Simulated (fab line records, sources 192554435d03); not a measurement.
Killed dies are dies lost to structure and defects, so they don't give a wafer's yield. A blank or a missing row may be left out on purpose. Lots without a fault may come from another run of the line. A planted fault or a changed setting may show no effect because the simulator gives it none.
One fault seen from 2 desks | flow n5_finfet | each desk has only its own numbers; what lay behind them comes last

THE TOOL OWNER'S DESK: arfi_scanner-03
The tool's own readings at N5_BEOL_M0_CUTY_EXPOSE_54 (exposes mask M0 ABLK): means of the sampled wafers that have a number, for each lot that ran on this tool. A lot is out of limits, marked OUT, if its mean lies more than 4 standard deviations from the usual mean; the brackets give that distance.
Columns: A = reticle_temp_C at N5_BEOL_M0_CUTY_EXPOSE_54, usual 23.00 C; B = stage_vel_mm_s at N5_BEOL_M0_CUTY_EXPOSE_54, usual 500.04 mm/s
lot  | first seen here | A     | B
L954 | day 6 01:32     | 22.95 | 500.11
L966 | day 9 03:21     | 22.95 | 499.99
L976 | day 11 12:08    | 22.90 | 500.13
This desk's finding: nothing out of limits on any of the 3 lots.

THE METROLOGY DESK
What the gauges read, lot by lot, whatever tool the lot ran on: means of the sampled wafers that have a number. A lot is out of limits, marked OUT, if its mean lies more than 4 standard deviations from the usual mean; the brackets give that distance. Of its 11 readings 7 are shown: the one that was out of limits first, and those that lie furthest out on some lot.
Columns: A = cd_nm at N5_BEOL_M0_CUTY_CD_MEAS_57, usual 200.0 nm; B = DIBL_N at N5_BEOL_M4_RC_MEAS_101, usual 36.6 mV/V; C = DIBL_P at N5_BEOL_M4_RC_MEAS_101, usual 36.3 mV/V; D = IOFF_N at N5_BEOL_M4_RC_MEAS_101, usual 0.16 nA/um; E = ION_P at N5_BEOL_M4_RC_MEAS_101, usual 460 uA/um; F = SS_N at N5_BEOL_M4_RC_MEAS_101, usual 71.8 mV/dec; G = SS_P at N5_BEOL_M4_RC_MEAS_101, usual 73.3 mV/dec
lot  | first seen here | A               | B    | C    | D    | E   | F    | G
L954 | day 6 01:40     | 200.2           | 39.0 | 36.4 | 0.19 | 467 | 72.2 | 73.7
L955 | day 6 09:48     | 201.4           | 36.9 | 37.9 | 0.20 | 460 | 72.4 | 74.4
L956 | day 6 12:40     | 198.8           | 35.5 | 34.3 | 0.15 | 458 | 71.8 | 73.2
L960 | day 7 12:07     | 200.5           | 39.1 | 37.6 | 0.19 | 462 | 72.3 | 73.6
L962 | day 8 02:11     | 199.5           | 34.1 | 34.8 | 0.13 | 462 | 70.9 | 72.7
L964 | day 8 22:26     | 200.0           | 36.1 | 36.7 | 0.15 | 450 | 71.7 | 72.5
L966 | day 9 03:28     | 201.0           | 40.8 | 39.9 | 0.23 | 464 | 73.0 | 74.4
L976 | day 11 12:15    | 183.5 (-17) OUT | 36.6 | 36.8 | 0.17 | 472 | 71.7 | 73.8
This desk's finding: out of limits on L976; first on L976, day 11 12:15 (cd_nm at N5_BEOL_M0_CUTY_CD_MEAS_57). In limits: L954, L955, L956, L960, L962, L964, L966.

PUT TOGETHER
The metrology desk could have raised an alarm at day 11 12:15, on L976.
The tool owner's desk saw nothing out of limits.
The tool owner's desk has L976 on record, within its limits.
Of the lots named, all ran N5_BEOL_M0_CUTY_EXPOSE_54 on arfi_scanner-03.

WHAT THE SIMULATOR HAD PUT IN
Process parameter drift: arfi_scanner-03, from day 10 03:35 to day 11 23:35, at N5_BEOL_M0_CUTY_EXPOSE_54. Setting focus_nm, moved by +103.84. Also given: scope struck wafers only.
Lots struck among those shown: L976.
Hours from the fault's start to each desk's first reading out of limits: the metrology desk, 33.
